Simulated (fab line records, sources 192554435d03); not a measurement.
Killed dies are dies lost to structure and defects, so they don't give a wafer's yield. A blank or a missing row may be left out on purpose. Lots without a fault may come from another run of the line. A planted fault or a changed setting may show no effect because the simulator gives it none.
Chamber matching | flow n5_finfet | N5_BEOL_M15_CMP_49 on cmp-04: 4 sister chambers
The step polishes, stops on SiO2, t overpolish 4.9 s, target thk 850 nm. 4 wafers are shown with their chamber, then 7 later ones without.

WAFERS WITH THEIR CHAMBER
wafer  | chamber | motor_current_A (A)
L776.3 | 2       | 9.7
L775.4 | 3       | 6.5
L777.3 | 0       | 7.0
L777.4 | 1       | 7.7

WAFERS WITHOUT THEIR CHAMBER
wafer  | motor_current_A (A)
L777.5 | 7.4
L788.2 | 7.1
L788.4 | 6.4
L788.5 | 7.4
L793.2 | 9.5
L793.3 | 6.3
L793.5 | 6.1

WHICH CHAMBER EACH WENT THROUGH
wafer  | from the rows above          | in truth
L777.5 | can't be placed: 1 or 0      | 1
L788.2 | can't be placed: 0 or 3 or 1 | 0
L788.4 | can't be placed: 3 or 0      | 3
L788.5 | can't be placed: 1 or 0      | 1
L793.2 | 2                            | 2
L793.3 | can't be placed: 3 or 0      | 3
L793.5 | can't be placed: 3 or 0      | 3
Placed correctly: 1 of 7. Can't be placed from these rows: 6 (the true chamber is among the candidates in 6). Placed wrongly: 0.
How it was worked out, from the rows above alone: a wafer's distance from a chamber is the root of the sum, over the readings, of the square of ((its reading less the chamber's mean) divided by the reading's scatter). The wafer belongs to the nearest chamber; if the next one is less than 2 further off, it can't be placed. A chamber's mean is the mean of its shown wafers. The scatter: with one shown wafer a chamber, the root of the mean of the squares of how far each hidden wafer lies from its nearest shown one.
